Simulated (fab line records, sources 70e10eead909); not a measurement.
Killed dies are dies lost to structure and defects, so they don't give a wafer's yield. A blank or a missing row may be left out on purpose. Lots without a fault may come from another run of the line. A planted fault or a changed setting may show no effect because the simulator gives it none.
Which tool did it? | flow nand_harc | 24 lots, 72 wafers sampled, at 6 steps of a route of 1302

WHAT THE GAUGES READ, wafer by wafer
The record holds no reading of a measuring or inspecting step that can be judged against a usual standard deviation.

WHICH TOOL RAN EACH LOT (tool, then ch and the chambers of the sampled wafers, then the start)
lot  | NHARC_A_SLIT_DEP_23             | NHARC_A_SLIT_ETCH_24               | NHARC_A_SLIT_ETCH_17             | NHARC_A_SLIT_STRIP_18                         | NHARC_A_WL_FILL_CVD_03        | NHARC_A_WL_FILL_CMP_12
L074 | pecvd-03 ch 1,2, day 19 14:01   | rie_diel-06 ch 0,3, day 19 14:46   | har_etch-01 ch 0,1, day 19 17:45 | rie_diel-06 ch 0,1, day 20 04:49 or earlier   | cvd_w-01 ch 0,1, day 20 04:49 | cmp-04 ch 0,3, day 20 22:05
L075 | pecvd-02 ch 0,1,2, day 20 03:32 | rie_diel-08 ch 0,2, day 20 04:29   | har_etch-02 ch 0,1, day 20 08:54 | rie_diel-08 ch 0,2, day 20 21:03 or earlier   | cvd_w-01 ch 0,1, day 20 21:03 | cmp-01 ch 0,1,3, day 21 11:43
L076 | pecvd-01 ch 0,2, day 20 03:34   | rie_diel-13 ch 0,1,3, day 20 04:36 | har_etch-01 ch 0,1, day 20 06:02 | rie_diel-13 ch 2,3, day 20 18:40 or earlier   | cvd_w-01 ch 1, day 20 18:40   | cmp-02 ch 0,1,3, day 21 11:34
L077 | pecvd-03 ch 0,2, day 20 16:43   | rie_diel-08 ch 0,3, day 20 17:30   | har_etch-02 ch 0,1, day 20 19:13 | rie_diel-13 ch 0,2,3, day 21 08:03 or earlier | cvd_w-01 ch 0,1, day 21 08:03 | cmp-04 ch 2,3, day 22 00:40
L079 | pecvd-01 ch 0,1,2, day 21 09:19 | rie_diel-08 ch 1,2, day 21 10:16   | har_etch-02 ch 0,1, day 21 12:04 | rie_diel-08 ch 0,1,2, day 22 00:14 or earlier | cvd_w-01 ch 0,1, day 22 00:14 | cmp-02 ch 0,1,2, day 22 16:29
L078 | pecvd-02 ch 0,2, day 21 10:13   | rie_diel-13 ch 0,1,3, day 21 11:06 | har_etch-01 ch 0,1, day 21 13:15 | rie_diel-06 ch 1,3, day 22 00:12 or earlier   | cvd_w-02 ch 0,1, day 22 00:12 | cmp-04 ch 0,1, day 22 16:31
L080 | pecvd-01 ch 0,1,2, day 22 08:19 | rie_diel-08 ch 0,1,2, day 22 09:17 | har_etch-01 ch 0,1, day 22 10:26 | rie_diel-08 ch 0,2,3, day 22 23:06 or earlier | cvd_w-02 ch 0,1, day 22 23:06 | cmp-02 ch 0,2,3, day 23 18:58
L081 | pecvd-01 ch 1, day 22 17:55     | rie_diel-08 ch 0,2,3, day 22 18:55 | har_etch-02 ch 0,1, day 22 22:04 | rie_diel-13 ch 0,1, day 23 10:46 or earlier   | cvd_w-02 ch 0,1, day 23 10:46 | cmp-02 ch 0,2, day 24 05:27
L083 | pecvd-01 ch 0,2, day 23 00:20   | rie_diel-08 ch 0,1,2, day 23 01:16 | har_etch-01 ch 0,1, day 23 03:03 | rie_diel-06 ch 0,2, day 23 15:08 or earlier   | cvd_w-02 ch 0,1, day 23 15:08 | cmp-01 ch 0,3, day 24 05:19
L082 | pecvd-01 ch 0,1, day 23 01:56   | rie_diel-06 ch 0,1,3, day 23 02:54 | har_etch-01 ch 1, day 23 06:15   | rie_diel-08 ch 0,2,3, day 23 19:01 or earlier | cvd_w-02 ch 0,1, day 23 19:01 | cmp-02 ch 0,1,2, day 24 17:55
L085 | pecvd-02 ch 0,1, day 23 12:40   | rie_diel-06 ch 1,2,3, day 23 13:29 | har_etch-01 ch 0,1, day 23 14:38 | rie_diel-13 ch 0,1,2, day 24 03:21 or earlier | cvd_w-02 ch 0,1, day 24 03:21 | cmp-04 ch 0,1,3, day 24 17:53
L084 | pecvd-01 ch 0,1, day 23 13:20   | rie_diel-08 ch 0,1,2, day 23 14:17 | har_etch-02 ch 0,1, day 23 16:58 | rie_diel-13 ch 0,3, day 24 05:32 or earlier   | cvd_w-02 ch 0,1, day 24 05:32 | cmp-01 ch 0,1,3, day 24 18:01
L086 | pecvd-01 ch 0,1,2, day 23 14:28 | rie_diel-13 ch 1,2, day 23 15:17   | har_etch-01 ch 0, day 23 18:30   | rie_diel-06 ch 2,3, day 24 05:54 or earlier   | cvd_w-02 ch 0, day 24 05:54   | cmp-04 ch 0,1,3, day 24 20:55
L089 | pecvd-03 ch 1,2, day 25 16:34   | rie_diel-08 ch 1,3, day 25 17:36   | har_etch-01 ch 0,1, day 25 19:02 | rie_diel-06 ch 2,3, day 26 07:47 or earlier   | cvd_w-02 ch 0,1, day 26 07:47 | cmp-02 ch 0,1,3, day 27 04:55
L087 | pecvd-01 ch 0,1,2, day 25 17:27 | rie_diel-06 ch 1,2,3, day 25 18:16 | har_etch-02 ch 0,1, day 25 20:52 | rie_diel-08 ch 1,2,3, day 26 10:23 or earlier | cvd_w-02 ch 0,1, day 26 10:23 | cmp-01 ch 0,1,2, day 27 04:46
L090 | pecvd-01 ch 0,1, day 26 06:52   | rie_diel-13 ch 0,1,3, day 26 07:47 | har_etch-01 ch 0,1, day 26 09:34 | rie_diel-13 ch 2,3, day 26 22:34 or earlier   | cvd_w-02 ch 0,1, day 26 22:34 | cmp-04 ch 1,2, day 27 15:11
L088 | pecvd-03 ch 0,1,2, day 26 07:20 | rie_diel-06 ch 1,2,3, day 26 08:18 | har_etch-02 ch 0,1, day 26 09:28 | rie_diel-06 ch 1,2,3, day 26 22:45 or earlier | cvd_w-01 ch 0,1, day 26 22:45 | cmp-01 ch 0,1,2, day 27 15:02
L093 | pecvd-01 ch 1,2, day 26 19:25   | rie_diel-08 ch 1,3, day 26 20:18   | har_etch-01 ch 0,1, day 26 22:12 | rie_diel-08 ch 1,3, day 27 03:28              | cvd_w-01 ch 1, day 27 11:36   | cmp-01 ch 0,1,3, day 28 03:52
L091 | pecvd-01 ch 0,2, day 26 20:26   | rie_diel-06 ch 0,2,3, day 26 21:24 | har_etch-02 ch 1, day 26 23:11   | rie_diel-06 ch 0,1,3, day 27 11:17 or earlier | cvd_w-01 ch 0,1, day 27 11:17 | cmp-02 ch 0,1,3, day 28 03:53
L092 | pecvd-03 ch 0,1,2, day 27 13:59 | rie_diel-08 ch 1,2,3, day 27 14:54 | har_etch-02 ch 0,1, day 27 16:40 | rie_diel-06 ch 1,3, day 28 04:45 or earlier   | cvd_w-02 ch 0,1, day 28 04:45 | cmp-02 ch 0,3, day 28 21:05
L094 | pecvd-03 ch 0,1, day 27 18:47   | rie_diel-13 ch 1,2, day 27 19:33   | har_etch-02 ch 0,1, day 27 21:55 | rie_diel-06 ch 2,3, day 28 10:40 or earlier   | cvd_w-02 ch 0,1, day 28 10:40 | cmp-02 ch 0,1, day 29 03:23
L095 | pecvd-03 ch 0,2, day 28 05:05   | rie_diel-08 ch 0,1, day 28 06:02   | har_etch-01 ch 0,1, day 28 07:11 | rie_diel-06 ch 2,3, day 28 19:52 or earlier   | cvd_w-02 ch 0,1, day 28 19:52 | cmp-04 ch 1,2, day 29 17:09
L097 | pecvd-03 ch 1,2, day 29 05:03   | rie_diel-13 ch 1,2,3, day 29 05:58 | har_etch-02 ch 0,1, day 29 08:20 | rie_diel-13 ch 1,3, day 29 19:53 or earlier   | cvd_w-01 ch 0,1, day 29 19:53 | cmp-01 ch 1,2,3, day 30 13:19
L096 | pecvd-01 ch 0,2, day 30 09:25   | rie_diel-06 ch 0,1,3, day 30 10:22 | har_etch-01 ch 1, day 30 13:21   | rie_diel-08 ch 0,2,3, day 31 04:45 or earlier | cvd_w-02 ch 0,1, day 31 04:45 | cmp-04 ch 0,2, day 32 00:28
- NHARC_A_SLIT_DEP_23: deposits SiON, target thk 100 nm.
- NHARC_A_SLIT_ETCH_24: etches the open film in CF4/CHF3, target depth 121 nm, time 60.5 s.
- NHARC_A_SLIT_ETCH_17: etches the open film in C4F8/O2/Ar, time 4254.5 s, target depth 20300 nm.
- NHARC_A_SLIT_STRIP_18: strips in O2.
- NHARC_A_WL_FILL_CVD_03: deposits W, target thk 40 nm, time 279 s.
- NHARC_A_WL_FILL_CMP_12: polishes, t overpolish 30 s, target thk 100 nm.

WHAT THE TOOLS THEMSELVES READ (means of the sampled wafers that have a number; where no wafer has one, the mark that the record gives instead)
NHARC_A_SLIT_DEP_23. Usual: heater_power_w 760 W, standard deviation 120.
lot  | tool     | heater_power_w (W) | flag
L074 | pecvd-03 | 819                |
L075 | pecvd-02 | 759                |
L076 | pecvd-01 | 668                |
L077 | pecvd-03 | 896                |
L079 | pecvd-01 | 680                |
L078 | pecvd-02 | 816                |
L080 | pecvd-01 | 719                |
L081 | pecvd-01 | 677                |
L083 | pecvd-01 | 736                |
L082 | pecvd-01 | 708                |
L085 | pecvd-02 | 827                |
L084 | pecvd-01 | 712                |
L086 | pecvd-01 | 743                |
L089 | pecvd-03 | 771                |
L087 | pecvd-01 | 707                |
L090 | pecvd-01 | 668                |
L088 | pecvd-03 | 814                |
L093 | pecvd-01 | 763                |
L091 | pecvd-01 | 813                |
L092 | pecvd-03 | 784                |
L094 | pecvd-03 | 723                |
L095 | pecvd-03 | 788                |
L097 | pecvd-03 | 775                |
L096 | pecvd-01 | 728                |

NHARC_A_SLIT_ETCH_24. Usual: cf4_flow_sccm 100.0 sccm, standard deviation 0.34; drypump_motor_current_A 5.6 A, standard deviation 0.47; oes_product_au 0.962 a.u., standard deviation 0.018; rf_vpp_V 369.4 V, standard deviation 2.2; showerhead_plenum_p_Torr 1.54 Torr, standard deviation 0.058; throttle_valve_pct 16.803 %, standard deviation 0.0094.
lot  | tool        | cf4_flow_sccm (sccm) | drypump_motor_current_A (A) | oes_product_au (a.u.) | rf_vpp_V (V) | showerhead_plenum_p_Torr (Torr) | throttle_valve_pct (%) | flag
L074 | rie_diel-06 | 100.1                | 5.5                         | 0.946                 | 367.1        | 1.48                            | 16.800                 |
L075 | rie_diel-08 | 99.8                 | 5.6                         | 0.964                 | 370.5        | 1.56                            | 16.808                 |
L076 | rie_diel-13 | 99.9                 | 5.5                         | 0.962                 | 368.4        | 1.50                            | 16.797                 |
L077 | rie_diel-08 | 99.7                 | 5.9                         | 0.961                 | 371.0        | 1.57                            | 16.798                 |
L079 | rie_diel-08 | 100.2                | 5.8                         | 0.975                 | 370.1        | 1.53                            | 16.794                 |
L078 | rie_diel-13 | 99.9                 | 5.5                         | 0.969                 | 368.5        | 1.50                            | 16.796                 |
L080 | rie_diel-08 | 99.9                 | 5.6                         | 0.971                 | 370.5        | 1.57                            | 16.813                 |
L081 | rie_diel-08 | 100.0                | 5.9                         | 0.971                 | 370.5        | 1.54                            | 16.796                 |
L083 | rie_diel-08 | 100.1                | 5.6                         | 0.962                 | 371.7        | 1.57                            | 16.800                 |
L082 | rie_diel-06 | 100.3                | 5.8                         | 0.965                 | 367.2        | 1.48                            | 16.803                 |
L085 | rie_diel-06 | 99.9                 | 5.6                         | 0.963                 | 368.2        | 1.52                            | 16.800                 |
L084 | rie_diel-08 | 100.2                | 5.6                         | 0.971                 | 370.7        | 1.57                            | 16.816                 |
L086 | rie_diel-13 | 100.3                | 5.1                         | 0.975                 | 370.3        | 1.56                            | 16.804                 |
L089 | rie_diel-08 | 100.1                | 5.9                         | 0.982                 | 370.6        | 1.58                            | 16.797                 |
L087 | rie_diel-06 | 100.1                | 5.6                         | 0.924                 | 369.2        | 1.52                            | 16.799                 |
L090 | rie_diel-13 | 100.0                | 5.6                         | 0.964                 | 368.8        | 1.50                            | 16.789                 |
L088 | rie_diel-06 | 100.2                | 5.6                         | 0.958                 | 369.0        | 1.52                            | 16.802                 |
L093 | rie_diel-08 | 99.5                 | 5.7                         | 0.966                 | 371.4        | 1.61                            | 16.793                 |
L091 | rie_diel-06 | 99.8                 | 5.3                         | 0.951                 | 368.3        | 1.52                            | 16.806                 |
L092 | rie_diel-08 | 100.2                | 5.9                         | 0.979                 | 370.5        | 1.56                            | 16.809                 |
L094 | rie_diel-13 | 99.8                 | 5.1                         | 0.971                 | 369.1        | 1.53                            | 16.793                 |
L095 | rie_diel-08 | 100.2                | 5.4                         | 0.930                 | 372.2        | 1.63                            | 16.805                 |
L097 | rie_diel-13 | 100.1                | 5.5                         | 0.927                 | 368.4        | 1.52                            | 16.803                 |
L096 | rie_diel-06 | 100.1                | 5.8                         | 0.974                 | 366.7        | 1.48                            | 16.801                 |

NHARC_A_SLIT_ETCH_17. Usual: drypump_motor_current_A 5.59 A, standard deviation 0.14; he_backside_leak_sccm 6.1 sccm, standard deviation 0.79; showerhead_plenum_p_Torr 3.58 Torr, standard deviation 0.085; throttle_valve_pct 32.045 %, standard deviation 0.0087.
lot  | tool        | drypump_motor_current_A (A) | he_backside_leak_sccm (sccm) | showerhead_plenum_p_Torr (Torr) | throttle_valve_pct (%) | flag
L074 | har_etch-01 | 5.56                        | 6.3                          | 3.60                            | 32.045                 |
L075 | har_etch-02 | 5.72                        | 5.0                          | 3.66                            | 32.042                 |
L076 | har_etch-01 | 5.49                        | 6.4                          | 3.53                            | 32.044                 |
L077 | har_etch-02 | 5.65                        | 5.4                          | 3.65                            | 32.048                 |
L079 | har_etch-02 | 5.64                        | 5.2                          | 3.64                            | 32.042                 |
L078 | har_etch-01 | 5.53                        | 6.6                          | 3.58                            | 32.038                 |
L080 | har_etch-01 | 5.55                        | 6.4                          | 3.58                            | 32.045                 |
L081 | har_etch-02 | 5.70                        | 5.0                          | 3.64                            | 32.051                 |
L083 | har_etch-01 | 5.46                        | 6.9                          | 3.51                            | 32.040                 |
L082 | har_etch-01 | 5.64                        | 6.5                          | 3.64                            | 32.046                 |
L085 | har_etch-01 | 5.57                        | 6.6                          | 3.57                            | 32.042                 |
L084 | har_etch-02 | 5.70                        | 5.2                          | 3.64                            | 32.044                 |
L086 | har_etch-01 | 5.37                        | 6.7                          | 3.44                            | 32.045                 |
L089 | har_etch-01 | 5.44                        | 6.9                          | 3.49                            | 32.042                 |
L087 | har_etch-02 | 5.72                        | 5.2                          | 3.62                            | 32.047                 |
L090 | har_etch-01 | 5.54                        | 6.7                          | 3.55                            | 32.053                 |
L088 | har_etch-02 | 5.64                        | 5.7                          | 3.60                            | 32.047                 |
L093 | har_etch-01 | 5.54                        | 6.5                          | 3.54                            | 32.043                 |
L091 | har_etch-02 | 5.76                        | 5.3                          | 3.63                            | 32.035                 |
L092 | har_etch-02 | 5.71                        | 5.3                          | 3.61                            | 32.048                 |
L094 | har_etch-02 | 5.72                        | 5.4                          | 3.60                            | 32.053                 |
L095 | har_etch-01 | 5.57                        | 6.9                          | 3.54                            | 32.052                 |
L097 | har_etch-02 | 5.65                        | 5.8                          | 3.58                            | 32.036                 |
L096 | har_etch-01 | 5.68                        | 6.9                          | 3.58                            | 32.041                 |

NHARC_A_SLIT_STRIP_18. Usual: drypump_motor_current_A 5.6 A, standard deviation 0.48; oes_product_au 1.002 a.u., standard deviation 0.0089; rf_vpp_V 57.6 V, standard deviation 0.86; showerhead_plenum_p_Torr 3.44 Torr, standard deviation 0.13; throttle_valve_pct 17.035 %, standard deviation 0.0084.
lot  | tool        | drypump_motor_current_A (A) | oes_product_au (a.u.) | rf_vpp_V (V) | showerhead_plenum_p_Torr (Torr) | throttle_valve_pct (%) | flag
L074 | rie_diel-06 | 6.1                         | 0.989                 | 57.1         | 3.34                            | 17.028                 |
L075 | rie_diel-08 | 5.6                         | 1.009                 | 57.3         | 3.51                            | 17.034                 |
L076 | rie_diel-13 | 5.4                         | 0.992                 | 57.0         | 3.46                            | 17.039                 |
L077 | rie_diel-13 | 5.5                         | 1.009                 | 57.4         | 3.41                            | 17.037                 |
L079 | rie_diel-08 | 5.6                         | 1.004                 | 57.4         | 3.54                            | 17.037                 |
L078 | rie_diel-06 | 5.8                         | 0.990                 | 56.8         | 3.32                            | 17.030                 |
L080 | rie_diel-08 | 5.9                         | 1.010                 | 58.3         | 3.47                            | 17.034                 |
L081 | rie_diel-13 | 5.1                         | 1.002                 | 58.1         | 3.39                            | 17.046                 |
L083 | rie_diel-06 | 5.3                         | 0.997                 | 57.2         | 3.42                            | 17.032                 |
L082 | rie_diel-08 | 5.9                         | 0.999                 | 57.6         | 3.47                            | 17.045                 |
L085 | rie_diel-13 | 5.1                         | 0.999                 | 56.8         | 3.44                            | 17.031                 |
L084 | rie_diel-13 | 5.5                         | 1.003                 | 57.4         | 3.35                            | 17.032                 |
L086 | rie_diel-06 | 5.3                         | 1.000                 | 56.9         | 3.40                            | 17.038                 |
L089 | rie_diel-06 | 5.3                         | 0.993                 | 57.3         | 3.39                            | 17.036                 |
L087 | rie_diel-08 | 5.9                         | 1.010                 | 57.7         | 3.50                            | 17.030                 |
L090 | rie_diel-13 | 5.4                         | 1.005                 | 57.2         | 3.46                            | 17.035                 |
L088 | rie_diel-06 | 5.7                         | 0.992                 | 57.9         | 3.41                            | 17.034                 |
L093 | rie_diel-08 | 5.7                         | 1.015                 | 58.5         | 3.61                            | 17.030                 |
L091 | rie_diel-06 | 5.8                         | 0.991                 | 57.6         | 3.32                            | 17.035                 |
L092 | rie_diel-06 | 6.1                         | 0.993                 | 56.8         | 3.32                            | 17.037                 |
L094 | rie_diel-06 | 5.3                         | 1.003                 | 57.6         | 3.39                            | 17.029                 |
L095 | rie_diel-06 | 5.3                         | 0.998                 | 57.9         | 3.39                            | 17.035                 |
L097 | rie_diel-13 | 5.6                         | 1.006                 | 57.3         | 3.36                            | 17.032                 |
L096 | rie_diel-08 | 5.9                         | 1.016                 | 57.8         | 3.46                            | 17.033                 |

NHARC_A_WL_FILL_CVD_03. Usual: heater_power_w 455 W, standard deviation 30; throttle_valve_pct 7.66 %, standard deviation 0.22.
lot  | tool     | heater_power_w (W) | throttle_valve_pct (%) | flag
L074 | cvd_w-01 | 485                | 7.72                   |
L075 | cvd_w-01 | 475                | 7.80                   |
L076 | cvd_w-01 | 515                | 7.84                   |
L077 | cvd_w-01 | 468                | 7.94                   |
L079 | cvd_w-01 | 477                | 7.81                   |
L078 | cvd_w-02 | 434                | 7.72                   |
L080 | cvd_w-02 | 433                | 7.56                   |
L081 | cvd_w-02 | 441                | 7.68                   |
L083 | cvd_w-02 | 431                | 7.65                   |
L082 | cvd_w-02 | 435                | 7.67                   |
L085 | cvd_w-02 | 441                | 7.68                   |
L084 | cvd_w-02 | 443                | 7.69                   |
L086 | cvd_w-02 | 450                | 7.44                   |
L089 | cvd_w-02 | 440                | 7.66                   |
L087 | cvd_w-02 | 432                | 7.72                   |
L090 | cvd_w-02 | 448                | 7.82                   |
L088 | cvd_w-01 | 475                | 7.56                   |
L093 | cvd_w-01 | 518                | 7.67                   |
L091 | cvd_w-01 | 503                | 7.54                   |
L092 | cvd_w-02 | 431                | 7.52                   |
L094 | cvd_w-02 | 439                | 7.70                   |
L095 | cvd_w-02 | 446                | 7.63                   |
L097 | cvd_w-01 | 496                | 7.89                   |
L096 | cvd_w-02 | 437                | 7.40                   |

NHARC_A_WL_FILL_CMP_12. Usual: motor_current_A 12.0 A, standard deviation 1.1; overpolish_run_s 29.999 s, standard deviation 0.009; slurry_filter_dp_kPa 13.50 kPa, standard deviation 0.12; time_to_endpoint_s 19.1 s, standard deviation 1.8.
lot  | tool   | motor_current_A (A) | overpolish_run_s (s) | slurry_filter_dp_kPa (kPa) | time_to_endpoint_s (s) | flag
L074 | cmp-04 | 11.5                | 29.994               | 13.53                      | 19.1                   |
L075 | cmp-01 | 12.7                | 29.999               | 13.47                      | 21.5                   |
L076 | cmp-02 | 11.8                | 30.007               | 13.34                      | 18.1                   |
L077 | cmp-04 | 12.2                | 30.001               | 13.50                      | 16.8                   |
L079 | cmp-02 | 12.4                | 30.005               | 13.51                      | 21.1                   |
L078 | cmp-04 | 11.6                | 29.992               | 13.51                      | 20.1                   |
L080 | cmp-02 | 11.6                | 29.998               | 13.48                      | 19.3                   |
L081 | cmp-02 | 12.6                | 29.998               | 13.52                      | 18.4                   |
L083 | cmp-01 | 13.5                | 29.999               | 13.44                      | 20.3                   |
L082 | cmp-02 | 12.1                | 30.002               | 13.48                      | 19.9                   |
L085 | cmp-04 | 11.9                | 30.012               | 13.44                      | 15.2                   |
L084 | cmp-01 | 13.1                | 29.997               | 13.60                      | 18.8                   |
L086 | cmp-04 | 11.9                | 30.004               | 13.50                      | 18.2                   |
L089 | cmp-02 | 12.1                | 30.004               | 13.51                      | 21.8                   |
L087 | cmp-01 | 12.4                | 29.998               | 13.41                      | 19.9                   |
L090 | cmp-04 | 12.2                | 29.989               | 13.54                      | 17.3                   |
L088 | cmp-01 | 12.2                | 29.997               | 13.42                      | 18.0                   |
L093 | cmp-01 | 12.8                | 29.999               | 13.50                      | 20.8                   |
L091 | cmp-02 | 12.1                | 29.997               | 13.59                      | 19.0                   |
L092 | cmp-02 | 12.7                | 30.004               | 13.54                      | 18.3                   |
L094 | cmp-02 | 12.3                | 29.996               | 13.46                      | 19.2                   |
L095 | cmp-04 | 12.8                | 29.997               | 13.56                      | 20.1                   |
L097 | cmp-01 | 11.9                | 30.004               | 13.63                      | 18.1                   |
L096 | cmp-04 | 11.4                | 30.000               | 13.54                      | 19.0                   |

THE ANSWER, worked out from the rows above alone
Rule: a lot is off if the mean of its wafers that have a number lies more than 3 standard deviations from the usual mean. A lot without any number at a reading at which 4 lots or more have one is off too. The other lots that the step has rows for count as sound. The gauges are gone through in route order, then the tools' own readings, and for those a lot's mean is taken as printed above. The first step at which some lot is off is used, and at that step the reading that is off furthest; a lot without a number counts as furthest.
No lot is off at any reading shown: from this, nothing can be told.

WHAT THE SIMULATOR HAD PUT IN
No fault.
